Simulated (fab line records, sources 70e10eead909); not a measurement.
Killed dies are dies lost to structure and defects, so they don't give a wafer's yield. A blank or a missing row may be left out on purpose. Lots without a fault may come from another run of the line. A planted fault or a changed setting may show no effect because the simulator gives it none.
Chamber matching | flow nand_harc | NHARC_A_BONDPAD_CMP_29 on cmp-01: 4 sister chambers
The step polishes SiCN, target thk 200 nm. 20 wafers are shown with their chamber, then 10 later ones without.

WAFERS WITH THEIR CHAMBER
wafer  | chamber | edge_zone_pressure_frac | motor_current_A (A) | retaining_ring_pressure_frac
L074.1 | 1       | 1.000                   | 11.8                | 0.998
L074.3 | 0       | 1.000                   | 12.2                | 1.008
L074.6 | 2       | 0.994                   | 11.9                | 0.998
L075.3 | 1       | 1.002                   | 12.2                | 0.995
L075.5 | 0       | 0.998                   | 12.2                | 1.007
L075.6 | 1       | 0.996                   | 12.2                | 0.996
L077.3 | 1       | 0.999                   | 12.0                | 0.997
L077.4 | 3       | 1.010                   | 12.1                | 0.999
L077.5 | 1       | 1.008                   | 11.3                | 0.999
L078.2 | 2       | 0.991                   | 12.3                | 1.008
L078.3 | 1       | 1.006                   | 12.6                | 1.012
L078.6 | 2       | 0.992                   | 12.4                | 1.006
L079.1 | 2       | 0.994                   | 12.3                | 1.003
L079.2 | 0       | 1.002                   | 12.8                | 1.006
L079.6 | 3       | 0.993                   | 12.0                | 1.004
L081.1 | 2       | 0.995                   | 12.2                | 0.999
L081.4 | 1       | 1.008                   | 11.5                | 1.002
L081.6 | 2       | 0.993                   | 13.2                | 0.998
L084.3 | 1       | 1.003                   | 11.9                | 1.000
L084.4 | 0       | 1.007                   | 12.5                | 1.002

SIGNATURES (means of the wafers above)
reading                      | chamber 0 | chamber 1 | chamber 2 | chamber 3 | scatter within a chamber
edge_zone_pressure_frac      | 1.00175   | 1.00275   | 0.99317   | 1.00150   | 0.00457
motor_current_A              | 12.425    | 11.938    | 12.383    | 12.050    | 0.387
retaining_ring_pressure_frac | 1.00575   | 0.99987   | 1.00200   | 1.00150   | 0.00454
Rule: a wafer's distance from a chamber is the root of the sum, over the readings, of the square of ((its reading less the chamber's mean) divided by the reading's scatter). The wafer belongs to the nearest chamber; if the next one is less than 2 further off, it can't be placed. The scatter: the root of (the sum of the squares of (reading less its chamber's mean) over the shown wafers, divided by (wafers less chambers)).

WAFERS WITHOUT THEIR CHAMBER
wafer  | edge_zone_pressure_frac | motor_current_A (A) | retaining_ring_pressure_frac
L084.5 | 0.997                   | 12.3                | 1.007
L086.2 | 1.001                   | 12.3                | 0.994
L086.3 | 1.003                   | 11.9                | 0.996
L086.4 | 0.996                   | 12.5                | 0.999
L089.4 | 1.000                   | 12.6                | 1.000
L089.5 | 1.006                   | 11.8                | 0.999
L089.6 | 1.003                   | 12.1                | 1.007
L097.3 | 1.013                   | 11.4                | 1.001
L097.5 | 1.004                   | 12.9                | 1.004
L097.6 | 1.008                   | 12.2                | 0.999

WHICH CHAMBER EACH WENT THROUGH
wafer  | from the rows above               | in truth
L084.5 | can't be placed: 0 or 2 or 3 or 1 | 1
L086.2 | can't be placed: 1 or 3 or 2 or 0 | 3
L086.3 | can't be placed: 1 or 3 or 0 or 2 | 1
L086.4 | can't be placed: 2 or 3 or 0 or 1 | 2
L089.4 | can't be placed: 0 or 3 or 2 or 1 | 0
L089.5 | can't be placed: 1 or 3 or 0      | 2
L089.6 | can't be placed: 0 or 3 or 1 or 2 | 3
L097.3 | can't be placed: 1 or 3 or 0      | 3
L097.5 | can't be placed: 0 or 3 or 1 or 2 | 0
L097.6 | can't be placed: 1 or 3 or 0      | 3
Placed correctly: 0 of 10. Can't be placed from these rows: 10 (the true chamber is among the candidates in 9). Placed wrongly: 0.
